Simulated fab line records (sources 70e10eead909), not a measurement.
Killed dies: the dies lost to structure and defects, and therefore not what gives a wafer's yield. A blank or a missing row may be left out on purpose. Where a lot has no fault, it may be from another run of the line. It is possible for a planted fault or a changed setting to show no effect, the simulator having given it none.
Struck lot and sound lot, side by side ; flow nand harc ; 13 steps out of a route of 1302
Sound: these wafers, L126.1, L126.5, L126.6. Struck: wafer L133.5 (left out: L133.1, L133.2 of the same lot, which were not struck); the cause appears at the end.
For every step that has rows: the tool of each side, followed by ch and its chambers, followed by its first start. Under that, the readings that differ: sound wafers ; struck wafers ; difference of the means ; sigmas: that difference in standard deviations of wafers without a fault.
alike: readings with means less than 2 such deviations apart, plus words and numbers identical on both sides. not compared: withheld readings, readings lacking a value on some wafer, bounds such as >300 that could conceal the same value, and numbers that have no deviation in the record and whose values overlap.
A row with sigmas, a row that says differs or no value, or rows on one side alone: a step with any of these is where the two part. Numbers that have no deviation but don't overlap get no sigmas and don't part them. A reading missing from all wafers of one side parts the sides only when that side holds two or more wafers.

NHARC_A_STAIRCASE_DEP_417: deposits Si3N4, target thk 60 nm.
  sound on pecvd-03 ch 0,1,2, day 20 04:14; struck on pecvd-02 ch 0, day 23 02:10
  alike: heater power w, rf fwd power W
then, 3 steps without rows for these wafers: NHARC_A_STAIRCASE_WET_418 (chemistry H3PO4, target depth 20 nm); NHARC_A_STAIRCASE_PRECLEAN_419 (cleans in SC1); NHARC_A_STAIRCASE_SRD_421.
NHARC_A_STAIRCASE_ALD_420: deposits SiO2, target thk 20 nm, pulse time 6 s, ald cycles 200.
  sound on ald hk-01 ch 0,2,3, day 20 07:14; struck on ald hk-04 ch 2, day 23 03:38
  alike: heater power w, precursor pulse height rel
then, 1 step without rows for these wafers: NHARC_A_STAIRCASE_CVD_552 (deposits SiNx, target thk 40 nm).
NHARC_A_STAIRCASE_DEP_151: deposits SiO2, target thk 7200 nm.
  sound on pecvd-03 ch 0,2, day 20 13:04; struck on pecvd-02 ch 1, day 23 11:26
reading;sound;struck;difference;sigmas
rf fwd power W (W);503.0 502.0 501.8;499.1;-3.2;-2
  alike: heater power w
then, 1 step without rows for these wafers: NHARC_A_STAIRCASE_ANNEAL_320 (time 1800 s).
NHARC_A_STAIRCASE_DEP_322: deposits SiO2, target thk 7200 nm.
  sound on pecvd-01 ch 0,2, day 20 21:13; struck on pecvd-01 ch 0, day 23 20:01
reading;sound;struck;difference;sigmas
rf fwd power W (W);499.1 498.8 500.8;503.3;+3.7;+2
  alike: heater power w
then, 1 step without rows for these wafers: NHARC_A_STAIRCASE_ANNEAL_323 (time 1800 s).
NHARC_A_STAIRCASE_DEP_325: deposits SiO2, target thk 7200 nm.
  sound on pecvd-02 ch 1,2, day 21 04:53; struck on pecvd-02 ch 0, day 24 05:02
reading;sound;struck;difference;sigmas
rf fwd power W (W);499.4 499.0 502.4;438.7;-61.6;-44
  alike: heater power w
then, 1 step without rows for these wafers: NHARC_A_STAIRCASE_ANNEAL_326 (time 1800 s).
-- record jumps: 6 days between struck wafers' starts before vs after; left off in module A_STAIRCASE, resumes in module END, first step shown is number 1302 of the route --
NHARC_END_SORT_01:
  sound on prober-01 ch 0, day 27 05:12; struck on prober-01 ch 0, day 29 23:53
  alike: killed at array, killed at other, killed at periphery, killed dies, killed open, killed short

## WHERE THEY PART
Last at NHARC_A_STAIRCASE_DEP_325 as far as this record goes, first at NHARC_A_STAIRCASE_DEP_151. Later steps at which nothing parts them and some readings are alike: NHARC_END_SORT_01.

WHY: what the simulator had put in
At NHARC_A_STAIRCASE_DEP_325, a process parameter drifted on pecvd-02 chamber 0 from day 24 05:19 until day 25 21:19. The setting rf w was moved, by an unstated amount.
